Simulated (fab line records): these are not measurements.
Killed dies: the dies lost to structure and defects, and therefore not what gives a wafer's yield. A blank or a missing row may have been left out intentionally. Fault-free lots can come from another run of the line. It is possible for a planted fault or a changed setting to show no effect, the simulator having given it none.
Matching of chambers / flow nand-harc / NHARC_P_GATE_DESCUM_93 on rie-diel-04 has 4 sister chambers
The step chemistry O2, time 3 s. 24 wafers are shown with their chamber, then 12 later ones without.

WAFERS PAIRED WITH THEIR CHAMBERS
wafer=L075.1; chamber=3; drypump-motor-current-A (A)=6.2; showerhead-plenum-p-Torr (Torr)=1.89; oes-product-au (a.u.)=1.020
wafer=L075.2; chamber=1; drypump-motor-current-A (A)=5.9; showerhead-plenum-p-Torr (Torr)=1.90; oes-product-au (a.u.)=1.020
wafer=L075.6; chamber=2; drypump-motor-current-A (A)=5.2; showerhead-plenum-p-Torr (Torr)=1.95; oes-product-au (a.u.)=0.988
wafer=L076.1; chamber=3; drypump-motor-current-A (A)=6.3; showerhead-plenum-p-Torr (Torr)=1.89; oes-product-au (a.u.)=1.036
wafer=L076.2; chamber=1; drypump-motor-current-A (A)=6.0; showerhead-plenum-p-Torr (Torr)=1.90; oes-product-au (a.u.)=1.027
wafer=L076.3; chamber=0; drypump-motor-current-A (A)=5.7; showerhead-plenum-p-Torr (Torr)=1.83; oes-product-au (a.u.)=1.004
wafer=L082.1; chamber=0; drypump-motor-current-A (A)=5.7; showerhead-plenum-p-Torr (Torr)=1.83; oes-product-au (a.u.)=1.010
wafer=L082.2; chamber=1; drypump-motor-current-A (A)=5.9; showerhead-plenum-p-Torr (Torr)=1.89; oes-product-au (a.u.)=1.017
wafer=L082.5; chamber=3; drypump-motor-current-A (A)=6.1; showerhead-plenum-p-Torr (Torr)=1.89; oes-product-au (a.u.)=1.016
wafer=L083.3; chamber=1; drypump-motor-current-A (A)=6.0; showerhead-plenum-p-Torr (Torr)=1.89; oes-product-au (a.u.)=1.011
wafer=L083.4; chamber=3; drypump-motor-current-A (A)=6.2; showerhead-plenum-p-Torr (Torr)=1.89; oes-product-au (a.u.)=1.015
wafer=L083.6; chamber=0; drypump-motor-current-A (A)=5.7; showerhead-plenum-p-Torr (Torr)=1.83; oes-product-au (a.u.)=1.004
wafer=L085.2; chamber=1; drypump-motor-current-A (A)=5.9; showerhead-plenum-p-Torr (Torr)=1.89; oes-product-au (a.u.)=1.005
wafer=L085.5; chamber=1; drypump-motor-current-A (A)=5.9; showerhead-plenum-p-Torr (Torr)=1.89; oes-product-au (a.u.)=1.013
wafer=L085.6; chamber=2; drypump-motor-current-A (A)=5.2; showerhead-plenum-p-Torr (Torr)=1.94; oes-product-au (a.u.)=0.989
wafer=L088.3; chamber=0; drypump-motor-current-A (A)=5.7; showerhead-plenum-p-Torr (Torr)=1.83; oes-product-au (a.u.)=1.013
wafer=L088.5; chamber=1; drypump-motor-current-A (A)=5.9; showerhead-plenum-p-Torr (Torr)=1.89; oes-product-au (a.u.)=1.005
wafer=L088.6; chamber=0; drypump-motor-current-A (A)=5.7; showerhead-plenum-p-Torr (Torr)=1.83; oes-product-au (a.u.)=1.011
wafer=L089.2; chamber=3; drypump-motor-current-A (A)=6.2; showerhead-plenum-p-Torr (Torr)=1.89; oes-product-au (a.u.)=0.991
wafer=L089.5; chamber=3; drypump-motor-current-A (A)=6.2; showerhead-plenum-p-Torr (Torr)=1.89; oes-product-au (a.u.)=0.995
wafer=L089.6; chamber=0; drypump-motor-current-A (A)=5.7; showerhead-plenum-p-Torr (Torr)=1.82; oes-product-au (a.u.)=1.003
wafer=L091.1; chamber=0; drypump-motor-current-A (A)=5.7; showerhead-plenum-p-Torr (Torr)=1.83; oes-product-au (a.u.)=1.003
wafer=L091.3; chamber=1; drypump-motor-current-A (A)=5.9; showerhead-plenum-p-Torr (Torr)=1.89; oes-product-au (a.u.)=1.002
wafer=L091.4; chamber=3; drypump-motor-current-A (A)=6.2; showerhead-plenum-p-Torr (Torr)=1.88; oes-product-au (a.u.)=0.997

SIGNATURES (averages over the wafers above)
reading=drypump-motor-current-A; chamber 0=5.700; chamber 1=5.925; chamber 2=5.200; chamber 3=6.200; scatter within a chamber=0.0418
reading=showerhead-plenum-p-Torr; chamber 0=1.8286; chamber 1=1.8925; chamber 2=1.9450; chamber 3=1.8886; scatter within a chamber=0.00431
reading=oes-product-au; chamber 0=1.00686; chamber 1=1.01250; chamber 2=0.98850; chamber 3=1.01000; scatter within a chamber=0.0105
Rule: for a wafer and a chamber, the distance is found by dividing, reading by reading, the gap between the wafer's reading and the chamber's mean by the reading's scatter, squaring, summing and taking the root. The wafer belongs to the nearest chamber; if the next one is less than 2 further off, it can't be placed. The scatter: take each reading less its chamber's mean, square it, sum over the shown wafers, divide by the number of wafers less the number of chambers, and take the root.

WAFERS WITH NO CHAMBER GIVEN
wafer=L093.1; drypump-motor-current-A (A)=5.9; showerhead-plenum-p-Torr (Torr)=1.89; oes-product-au (a.u.)=0.999
wafer=L093.2; drypump-motor-current-A (A)=5.7; showerhead-plenum-p-Torr (Torr)=1.82; oes-product-au (a.u.)=1.004
wafer=L093.4; drypump-motor-current-A (A)=5.2; showerhead-plenum-p-Torr (Torr)=1.94; oes-product-au (a.u.)=1.001
wafer=L095.1; drypump-motor-current-A (A)=5.7; showerhead-plenum-p-Torr (Torr)=1.82; oes-product-au (a.u.)=1.002
wafer=L095.2; drypump-motor-current-A (A)=5.9; showerhead-plenum-p-Torr (Torr)=1.89; oes-product-au (a.u.)=1.022
wafer=L095.4; drypump-motor-current-A (A)=6.2; showerhead-plenum-p-Torr (Torr)=1.88; oes-product-au (a.u.)=1.011
wafer=L096.2; drypump-motor-current-A (A)=5.9; showerhead-plenum-p-Torr (Torr)=1.89; oes-product-au (a.u.)=1.012
wafer=L096.3; drypump-motor-current-A (A)=6.2; showerhead-plenum-p-Torr (Torr)=1.88; oes-product-au (a.u.)=0.998
wafer=L096.6; drypump-motor-current-A (A)=6.2; showerhead-plenum-p-Torr (Torr)=1.88; oes-product-au (a.u.)=1.016
wafer=L097.2; drypump-motor-current-A (A)=6.2; showerhead-plenum-p-Torr (Torr)=1.88; oes-product-au (a.u.)=0.995
wafer=L097.3; drypump-motor-current-A (A)=5.2; showerhead-plenum-p-Torr (Torr)=1.94; oes-product-au (a.u.)=1.003
wafer=L097.4; drypump-motor-current-A (A)=5.7; showerhead-plenum-p-Torr (Torr)=1.83; oes-product-au (a.u.)=1.012

WHICH CHAMBER EACH ONE RAN IN
wafer=L093.1; from the rows above=1; in truth=1
wafer=L093.2; from the rows above=0; in truth=0
wafer=L093.4; from the rows above=2; in truth=2
wafer=L095.1; from the rows above=0; in truth=0
wafer=L095.2; from the rows above=1; in truth=1
wafer=L095.4; from the rows above=3; in truth=3
wafer=L096.2; from the rows above=1; in truth=1
wafer=L096.3; from the rows above=3; in truth=3
wafer=L096.6; from the rows above=3; in truth=3
wafer=L097.2; from the rows above=3; in truth=3
wafer=L097.3; from the rows above=2; in truth=2
wafer=L097.4; from the rows above=0; in truth=0
Placed correctly: 12 of 12. From these rows, 0 cannot be placed. Number placed wrongly: 0.
